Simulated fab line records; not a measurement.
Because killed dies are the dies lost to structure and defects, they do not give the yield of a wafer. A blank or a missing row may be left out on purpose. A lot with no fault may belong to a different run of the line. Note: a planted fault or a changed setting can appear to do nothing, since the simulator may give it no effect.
Which tool is to blame? + flow n5_finfet + Sampling: 24 lots, 72 wafers, 3 of 1938 route steps

WHAT THE GAUGES READ, wafer by wafer
N5_PMOS_HMC_CHANNEL_EPI_THK_MEAS_22. Usual: for HMC_CMP_THK the level is 54.3 nm and the standard deviation is 0.67.
| lot  | measured    | on            | HMC_CMP_THK (nm) | flag |
|------|-------------|---------------|------------------|------|
| L074 | day 1 19:37 | film_metro-01 | 54.3 55.4 55.2   |      |
| L075 | day 2 01:50 | film_metro-02 | 54.4 54.3 54.5   |      |
| L076 | day 2 09:00 | film_metro-02 | 54.2 54.9 54.7   |      |
| L077 | day 2 13:56 | film_metro-01 | 54.5 54.5 54.9   |      |
| L078 | day 2 20:25 | film_metro-02 | 54.0 55.1 54.5   |      |
| L079 | day 3 02:38 | film_metro-01 | 55.0 53.3 54.8   |      |
| L080 | day 3 07:20 | film_metro-02 | 53.2 53.3 55.2   |      |
| L081 | day 3 14:34 | film_metro-02 | 53.8 54.9 53.6   |      |
| L082 | day 3 20:06 | film_metro-01 | 54.7 52.1 54.3   |      |
| L083 | day 4 02:37 | film_metro-01 | 53.2 54.2 55.1   |      |
| L084 | day 4 07:52 | film_metro-01 | 55.4 54.5 53.3   |      |
| L085 | day 4 13:47 | film_metro-01 | 52.5 54.1 54.5   |      |
| L086 | day 4 20:16 | film_metro-01 | 54.0 55.1 55.2   |      |
| L087 | day 5 02:27 | film_metro-02 | 54.1 54.6 54.5   |      |
| L088 | day 5 08:03 | film_metro-02 | 54.2 54.9 53.3   |      |
| L089 | day 5 13:46 | film_metro-02 | 54.4 53.0 54.1   |      |
| L090 | day 5 21:20 | film_metro-02 | 53.9 53.2 53.3   |      |
| L091 | day 6 02:05 | film_metro-02 | 54.3 53.8 54.2   |      |
| L092 | day 6 08:02 | film_metro-02 | 55.1 52.8 53.7   |      |
| L093 | day 6 14:08 | film_metro-02 | 53.1 54.0 55.1   |      |
| L094 | day 6 19:33 | film_metro-02 | 55.5 54.3 54.1   |      |
| L095 | day 7 01:35 | film_metro-02 | 54.8 53.6 55.2   |      |
| L096 | day 7 10:55 | film_metro-01 | 53.8 54.0 55.5   |      |
| L097 | day 7 13:55 | film_metro-02 | 55.1 54.2 54.4   |      |

WHICH TOOL RAN EACH LOT (tool, then ch and the chambers of the sampled wafers, then the start)
| lot  | N5_PMOS_HMC_CHANNEL_EPI_STRIP_33  | N5_PMOS_HMC_CHANNEL_EPI_FIN_RECESS_16 |
|------|-----------------------------------|---------------------------------------|
| L074 | rie_diel-06 ch 0,1,3, day 1 17:29 | rie_si-02 ch 1,2, day 1 17:49         |
| L075 | rie_diel-06 ch 1,2, day 1 23:19   | rie_si-03 ch 0,1,3, day 1 23:38       |
| L076 | rie_diel-06 ch 0,2, day 2 06:52   | rie_si-06 ch 0,3, day 2 07:11         |
| L077 | rie_diel-02 ch 0,3, day 2 11:49   | rie_si-03 ch 1,3, day 2 12:08         |
| L078 | rie_diel-06 ch 1,2, day 2 18:09   | rie_si-06 ch 0,1,3, day 2 18:29       |
| L079 | rie_diel-02 ch 0,2, day 3 00:31   | rie_si-02 ch 0,2,3, day 3 00:50       |
| L080 | rie_diel-05 ch 0,3, day 3 05:12   | rie_si-06 ch 0,2,3, day 3 05:31       |
| L081 | rie_diel-05 ch 0,1,2, day 3 12:26 | rie_si-02 ch 0,1,3, day 3 12:46       |
| L082 | rie_diel-06 ch 1,3, day 3 17:49   | rie_si-03 ch 0,1,2, day 3 18:08       |
| L083 | rie_diel-02 ch 0,2,3, day 4 00:22 | rie_si-02 ch 1,2,3, day 4 00:44       |
| L084 | rie_diel-05 ch 2,3, day 4 05:43   | rie_si-02 ch 1,2,3, day 4 06:02       |
| L085 | rie_diel-05 ch 1,2,3, day 4 11:10 | rie_si-03 ch 1,2,3, day 4 11:30       |
| L086 | rie_diel-02 ch 0,2, day 4 17:44   | rie_si-02 ch 0,1,3, day 4 18:04       |
| L087 | rie_diel-02 ch 0,2,3, day 5 00:16 | rie_si-06 ch 1,3, day 5 00:35         |
| L088 | rie_diel-02 ch 1,2,3, day 5 05:55 | rie_si-03 ch 0,1,2, day 5 06:14       |
| L089 | rie_diel-06 ch 0,2,3, day 5 11:38 | rie_si-02 ch 1,3, day 5 11:58         |
| L090 | rie_diel-05 ch 2,3, day 5 18:48   | rie_si-02 ch 0,3, day 5 19:07         |
| L091 | rie_diel-06 ch 1,3, day 5 23:34   | rie_si-02 ch 0,1,3, day 5 23:53       |
| L092 | rie_diel-05 ch 0,1, day 6 05:44   | rie_si-02 ch 1,2,3, day 6 06:04       |
| L093 | rie_diel-06 ch 0,1,3, day 6 11:52 | rie_si-02 ch 0,2,3, day 6 12:17       |
| L094 | rie_diel-06 ch 1,2, day 6 17:25   | rie_si-03 ch 0,1,3, day 6 17:44       |
| L095 | rie_diel-05 ch 1,2, day 6 23:28   | rie_si-06 ch 2,3, day 6 23:47         |
| L096 | rie_diel-02 ch 2,3, day 7 08:47   | rie_si-02 ch 0,2,3, day 7 09:06       |
| L097 | rie_diel-02 ch 1,2,3, day 7 11:46 | rie_si-02 ch 0,1,2, day 7 12:06       |
- N5_PMOS_HMC_CHANNEL_EPI_STRIP_33: strips in N2/H2.
- N5_PMOS_HMC_CHANNEL_EPI_FIN_RECESS_16: chemistry HBr/Cl2, target Si, target depth 54 nm, time 18 s.

AS READ BY THE TOOLS THEMSELVES (means over the sampled wafers that have a number; for cases with no such wafer, the mark the record gives instead)
N5_PMOS_HMC_CHANNEL_EPI_STRIP_33. Usual: drypump_motor_current_A 5.8 A, standard deviation 0.46; oes_product_au 0.77 a.u., standard deviation 0.085; rf_vpp_V 54.3 V, standard deviation 1.6; showerhead_plenum_p_Torr 3.36 Torr, standard deviation 0.12; temp_c 40.02 C, standard deviation 0.11; throttle_valve_pct 19.15 %, standard deviation 0.26.
| lot  | tool        | drypump_motor_current_A (A) | oes_product_au (a.u.) | rf_vpp_V (V) | showerhead_plenum_p_Torr (Torr) | temp_c (C) | throttle_valve_pct (%) | flag |
|------|-------------|-----------------------------|-----------------------|--------------|---------------------------------|------------|------------------------|------|
| L074 | rie_diel-06 | 5.9                         | 0.79                  | 54.5         | 3.24                            | 39.92      | 19.07                  |      |
| L075 | rie_diel-06 | 6.4                         | 0.77                  | 53.7         | 3.39                            | 39.95      | 19.16                  |      |
| L076 | rie_diel-06 | 5.8                         | 0.72                  | 54.6         | 3.34                            | 39.92      | 19.07                  |      |
| L077 | rie_diel-02 | 5.5                         | 0.70                  | 54.9         | 3.45                            | 40.07      | 19.54                  |      |
| L078 | rie_diel-06 | 6.4                         | 0.76                  | 54.6         | 3.38                            | 40.13      | 19.16                  |      |
| L079 | rie_diel-02 | 5.6                         | 0.82                  | 54.0         | 3.33                            | 40.08      | 18.86                  |      |
| L080 | rie_diel-05 | 5.6                         | 0.74                  | 54.2         | 3.33                            | 40.04      | 19.18                  |      |
| L081 | rie_diel-05 | 5.8                         | 0.74                  | 54.6         | 3.44                            | 40.08      | 19.42                  |      |
| L082 | rie_diel-06 | 6.2                         | 0.75                  | 52.8         | 3.25                            | 40.08      | 19.14                  |      |
| L083 | rie_diel-02 | 5.6                         | 0.86                  | 52.8         | 3.39                            | 39.91      | 19.08                  |      |
| L084 | rie_diel-05 | 5.5                         | 0.76                  | 55.6         | 3.41                            | 40.04      | 18.98                  |      |
| L085 | rie_diel-05 | 5.6                         | 0.75                  | 52.8         | 3.45                            | 40.03      | 19.23                  |      |
| L086 | rie_diel-02 | 5.8                         | 0.75                  | 52.5         | 3.40                            | 39.99      | 19.00                  |      |
| L087 | rie_diel-02 | 5.5                         | 0.83                  | 55.7         | 3.38                            | 39.97      | 19.11                  |      |
| L088 | rie_diel-02 | 5.7                         | 0.92                  | 53.4         | 3.42                            | 39.98      | 19.07                  |      |
| L089 | rie_diel-06 | 5.8                         | 0.72                  | 55.9         | 3.25                            | 40.09      | 19.07                  |      |
| L090 | rie_diel-05 | 5.7                         | 0.76                  | 56.0         | 3.46                            | 40.15      | 19.21                  |      |
| L091 | rie_diel-06 | 6.3                         | 0.75                  | 54.0         | 3.29                            | 39.98      | 19.21                  |      |
| L092 | rie_diel-05 | 5.8                         | 0.71                  | 54.8         | 3.36                            | 40.02      | 19.46                  |      |
| L093 | rie_diel-06 | 5.9                         | 0.75                  | 55.2         | 3.22                            | 39.88      | 19.12                  |      |
| L094 | rie_diel-06 | 6.2                         | 0.91                  | 54.4         | 3.41                            | 39.92      | 18.91                  |      |
| L095 | rie_diel-05 | 5.8                         | 0.71                  | 53.4         | 3.49                            | 39.96      | 19.49                  |      |
| L096 | rie_diel-02 | 5.3                         | 0.85                  | 53.7         | 3.30                            | 40.00      | 19.01                  |      |
| L097 | rie_diel-02 | 5.7                         | 0.89                  | 55.6         | 3.41                            | 39.95      | 19.11                  |      |

N5_PMOS_HMC_CHANNEL_EPI_FIN_RECESS_16. Usual: drypump_motor_current_A 5.6 A, standard deviation 0.38; oes_product_au 1.006 a.u., standard deviation 0.012; throttle_valve_pct 35.47 %, standard deviation 0.26.
| lot  | tool      | drypump_motor_current_A (A) | oes_product_au (a.u.) | throttle_valve_pct (%) | flag |
|------|-----------|-----------------------------|-----------------------|------------------------|------|
| L074 | rie_si-02 | 6.1                         | 1.013                 | 35.29                  |      |
| L075 | rie_si-03 | 5.3                         | 1.005                 | 35.56                  |      |
| L076 | rie_si-06 | 6.0                         | 1.001                 | 35.75                  |      |
| L077 | rie_si-03 | 5.4                         | 1.012                 | 35.46                  |      |
| L078 | rie_si-06 | 5.8                         | 1.002                 | 35.87                  |      |
| L079 | rie_si-02 | 5.8                         | 1.010                 | 35.49                  |      |
| L080 | rie_si-06 | 5.8                         | 0.991                 | 35.50                  |      |
| L081 | rie_si-02 | 5.5                         | 1.012                 | 35.44                  |      |
| L082 | rie_si-03 | 5.1                         | 0.997                 | 35.54                  |      |
| L083 | rie_si-02 | 5.8                         | 1.006                 | 35.42                  |      |
| L084 | rie_si-02 | 5.8                         | 1.011                 | 35.43                  |      |
| L085 | rie_si-03 | 5.3                         | 1.003                 | 35.39                  |      |
| L086 | rie_si-02 | 5.5                         | 1.016                 | 35.42                  |      |
| L087 | rie_si-06 | 6.1                         | 0.996                 | 35.84                  |      |
| L088 | rie_si-03 | 5.2                         | 1.004                 | 35.52                  |      |
| L089 | rie_si-02 | 5.5                         | 0.999                 | 35.56                  |      |
| L090 | rie_si-02 | 5.4                         | 1.004                 | 35.62                  |      |
| L091 | rie_si-02 | 5.6                         | 1.007                 | 35.44                  |      |
| L092 | rie_si-02 | 5.7                         | 0.998                 | 35.44                  |      |
| L093 | rie_si-02 | 5.8                         | 1.005                 | 35.49                  |      |
| L094 | rie_si-03 | 5.3                         | 1.011                 | 35.56                  |      |
| L095 | rie_si-06 | 6.1                         | 0.995                 | 35.45                  |      |
| L096 | rie_si-02 | 5.8                         | 1.015                 | 35.48                  |      |
| L097 | rie_si-02 | 5.8                         | 1.016                 | 35.30                  |      |

THE ANSWER, worked out from the rows above alone
Rule: lot off if the mean of its wafers having a number is beyond 3 standard deviations from the usual mean. A lot without any number at a reading at which 4 lots or more have one is off too. Where the step has rows for the other lots, those lots are counted as sound. Order of review: gauges by route order, followed by the tools' own readings, for which a lot's mean as printed above is used. The first step at which some lot is off is used, and at that step the reading that is off furthest; a lot without a number counts as furthest.
None of the lots is off at any reading shown; this tells nothing.

WHAT THE SIMULATOR PUT IN
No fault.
